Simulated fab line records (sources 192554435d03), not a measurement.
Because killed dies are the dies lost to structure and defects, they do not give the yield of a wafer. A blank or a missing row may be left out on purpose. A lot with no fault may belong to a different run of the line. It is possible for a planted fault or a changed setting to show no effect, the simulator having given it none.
Struck lot and sound lot, side by side / flow n5_finfet / 15 out of 1938 route steps
Sound: wafers L269.1, L269.4, L269.6. The struck wafers were L277.1, L277.4. The cause comes at the end.
At each step with rows: each side's tool, then ch and its chambers, then its first start. Under that, the readings that differ: sound wafers / struck wafers / difference of the means / sigmas: that difference in standard deviations of wafers without a fault.
alike: same words and numbers on both sides, and readings whose means sit less than 2 such deviations apart. not compared: any withheld reading, any reading some wafer has no value for, any bound like >300 that may hide the same value, and any number with overlapping values for which the record gives no deviation.
The two part at a step that has a row with sigmas, a row that says differs or no value, or rows on one side only. When numbers do not overlap yet have no deviation, they are printed without sigmas and do not part them. A reading that every wafer of one side lacks parts them only if that side has two wafers or more.

first, 3 steps without rows for these wafers: N5_SDB_PRECLEAN_38 (cleans in dHF, time 10 s); N5_SDB_PRECLEAN_39 (cleans in O3/DIW, time 45 s); N5_SDB_SRD_28 (time 30 s).
N5_SDB_ALD_29: deposits SiNx, target thk 30 nm, pulse time 1 s, ald cycles 600.
  sound on ald_sin-04 ch 0,1, day 4 03:06; struck on ald_sin-04 ch 0,1, day 6 05:49
  alike: chamber_pressure_Torr, heater_power_w, precursor_pulse_height_rel
N5_SDB_CMP_30: polishes, stops on poly-Si, t overpolish 1.54 s, target thk 30 nm.
  sound on cmp-03 ch 0,1,3, day 4 05:56; struck on cmp-03 ch 0,2, day 6 08:35
reading=overpolish_run_s (s); sound=1.516 1.525 1.532; struck=1.558 1.537; difference=+0.023; sigmas=+2
  alike: motor_current_A, platen_rpm, time_to_endpoint_s
N5_SDB_THK_MEAS_31:
  struck on film_metro-02, day 6 08:53; sound on film_metro-01, day 4 06:10
  alike: SDB_THK
N5_SDB_INSPECT_36: inspects for defects (darkfield).
  struck on defect_inspect-01, day 6 08:55; sound on defect_inspect-02, day 4 06:11
  alike: raw_defect_count
N5_DUMMY_REMOVAL_HM_STRIP_01: strips SiNx in CH3F/O2, stops on poly-Si, target depth 4 nm, time 6.8 s.
  sound on rie_diel-03 ch 0,3, day 4 06:25; struck on rie_diel-02 ch 1,2, day 6 08:57
  alike: chamber_pressure_mTorr, drypump_motor_current_A, oes_product_au, rf_vpp_V, showerhead_plenum_p_Torr, throttle_valve_pct
  not compared: rf_hours_counter_h
N5_DUMMY_REMOVAL_STRIP_10: strips in N2/H2, time 40 s.
  sound on rie_diel-03 ch 0,3, day 4 06:27; struck on rie_diel-02 ch 1,2, day 6 08:59
  alike: chamber_pressure_mTorr, drypump_motor_current_A, oes_product_au, rf_vpp_V, showerhead_plenum_p_Torr, throttle_valve_pct
  not compared: rf_hours_counter_h
then, 2 steps without rows for these wafers: N5_DUMMY_REMOVAL_PRECLEAN_07 (cleans in dHF, time 30 s); N5_DUMMY_REMOVAL_DUMMY_REMOVE_02 (chemistry TMAH, target poly-Si, stops on SiO2, target depth 142 nm, time 57 s, rinse time 30 s).
N5_DUMMY_REMOVAL_INSPECT_06: inspects for defects (brightfield).
  struck on defect_inspect-02, day 6 09:08; sound on defect_inspect-02, day 4 06:37
  alike: raw_defect_count
N5_DUMMY_REMOVAL_PRECLEAN_08: cleans in NF3:NH3, afs cycles 2, time 20 s, sublimation time 60 s.
  sound on remote_plasma-02 ch 1, day 4 06:39; struck on remote_plasma-01 ch 0, day 6 09:11
reading=time_s (s); sound=20 20 20; struck=17.865 17.865; difference=-2.135; sigmas=
then, 1 step without rows for these wafers: N5_DUMMY_REMOVAL_PRECLEAN_04 (cleans in DHF, time 37 s).
-- a jump in the record: the struck wafers' starts before and after are 9 days apart (it breaks off in module DUMMY_REMOVAL and resumes in module PASSIVATION, where the first step shown is number 1936 of the route) --
N5_PASSIVATION_PROBE_49:
  struck on prober-01, day 15 19:14; sound on prober-02, day 13 19:55
reading=killed_at_front_end; sound=19 17 24; struck=60 42; difference=+31; sigmas=+3
  alike: killed_at_M0_to_M3, killed_at_M4_up, killed_at_contacts, killed_at_other, killed_dies, killed_open, killed_short

== WHERE THEY PART ==
At N5_SDB_CMP_30 first; at N5_PASSIVATION_PROBE_49 last (within this record only).

WHY: what had been put in by the simulator
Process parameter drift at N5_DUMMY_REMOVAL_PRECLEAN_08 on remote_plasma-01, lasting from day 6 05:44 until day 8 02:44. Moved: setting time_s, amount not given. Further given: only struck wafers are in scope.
